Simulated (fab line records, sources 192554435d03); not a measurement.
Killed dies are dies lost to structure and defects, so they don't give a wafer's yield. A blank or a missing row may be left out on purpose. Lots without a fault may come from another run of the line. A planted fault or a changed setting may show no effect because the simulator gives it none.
Split-lot experiment | flow n5_finfet | 7 lots, 21 wafers read, on a route of 1938 steps

THE SPLIT
At N5_SD_EPI_N_COAT_33 (time 60 s, resist thk 35 nm), the setting spin_rpm was moved away from the recipe's 1500 rpm on 8 of the 21 wafers read, by -10.9% to +5.4%. The other wafers ran this setting at the recipe's value.

The reading is taken at the split's own step.

THE READING
SiARC_of_SD_EPI_N_COAT_33.thk_nm (the simulator's own value, which no gauge read), in nm, at N5_SD_EPI_N_COAT_33 (time 60 s, resist thk 35 nm). The file gives no usual value for it. The 13 wafers here that ran the recipe average 35.0 nm, standard deviation 0.11 nm.

wafer  | tool, chamber at the split | spin_rpm as run, rpm | against the recipe | SiARC_of_SD_EPI_N_COAT_33.thk_nm, nm | against lot-mates on the recipe
L077.1 | litho_track-05, 0          | 1500                 | recipe             | 35                                   | -
L077.3 | litho_track-05, 0          | 1337                 | -10.9%             | 37                                   | +2.0
L077.4 | litho_track-05, 0          | 1337                 | -10.9%             | 37                                   | +2.0
L080.1 | litho_track-05, 0          | 1545                 | +3.0%              | 34.4                                 | -0.6
L080.3 | litho_track-05, 0          | 1500                 | recipe             | 35                                   | -
L080.4 | litho_track-05, 0          | 1500                 | recipe             | 35                                   | -
L082.1 | litho_track-01, 0          | 1581                 | +5.4%              | 34.4                                 | -0.8
L082.6 | litho_track-01, 0          | 1581                 | +5.4%              | 34.4                                 | -0.8
L082.4 | litho_track-01, 0          | 1500                 | recipe             | 35.2                                 | -
L086.2 | litho_track-01, 0          | 1500                 | recipe             | 35                                   | -
L086.4 | litho_track-01, 0          | 1500                 | recipe             | 35                                   | -
L086.6 | litho_track-01, 0          | 1500                 | recipe             | 35.2                                 | -
L091.1 | litho_track-05, 0          | 1500                 | recipe             | 35                                   | -
L091.2 | litho_track-05, 0          | 1500                 | recipe             | 35                                   | -
L091.3 | litho_track-05, 0          | 1500                 | recipe             | 34.8                                 | -
L094.3 | litho_track-05, 0          | 1381                 | -7.9%              | 36.4                                 | +1.4
L094.5 | litho_track-05, 0          | 1500                 | recipe             | 35                                   | -
L094.6 | litho_track-05, 0          | 1500                 | recipe             | 35                                   | -
L095.2 | litho_track-02, 0          | 1500                 | recipe             | 34.8                                 | -
L095.3 | litho_track-02, 0          | 1431                 | -4.6%              | 35.8                                 | +1.0
L095.6 | litho_track-02, 0          | 1431                 | -4.6%              | 35.8                                 | +1.0

THE FIT
A straight line over all 21 wafers: SiARC_of_SD_EPI_N_COAT_33.thk_nm changes by -0.169 nm for each +1% of spin_rpm; r = -0.98; the points scatter about the line by 0.14 nm.
The same after taking each lot's own level away (the mean of its wafers on the recipe; 21 wafers): -0.18 nm for each +1%; r = -0.99; scatter 0.091 nm.
On that fit, the largest move of spin_rpm shifts the reading by 2 nm.
The lots' own levels span 34.80 to 35.20 nm, that is 3.6 times the standard deviation above.
So the lot-to-lot level changes the slope little: the two slopes agree.
Check: with one of the wafers moved furthest among these (-10.9%) left out of the fit, the line predicts +1.98 nm for it against its lot-mates. It came out at +2 nm against them.

OTHER SPLITS ON THESE WAFERS
These wafers also went through other splits before the reading. Each is held against what the fit with the lots' levels taken away leaves over:
other split on the same wafers        | wafers away from the commonest value | r with SiARC_of_SD_EPI_N_COAT_33.thk_nm (lot level and that fit taken away)
N5_WELL_APT_EXPOSE_05 dose_mj         | 7                                    | +0.08
N5_WELL_APT_DEVELOP_07 develop_time_s | 7                                    | -0.11
N5_FIN_SAQP_COAT_49 spin_rpm          | 6                                    | +0.02
N5_FIN_SAQP_EXPOSE_13 dose_mj         | 7                                    | +0.05

THE FILE'S OWN FIT
SiARC_of_SD_EPI_N_COAT_33.thk_nm changes by -0.181 nm for each +1% of spin_rpm, r = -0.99.
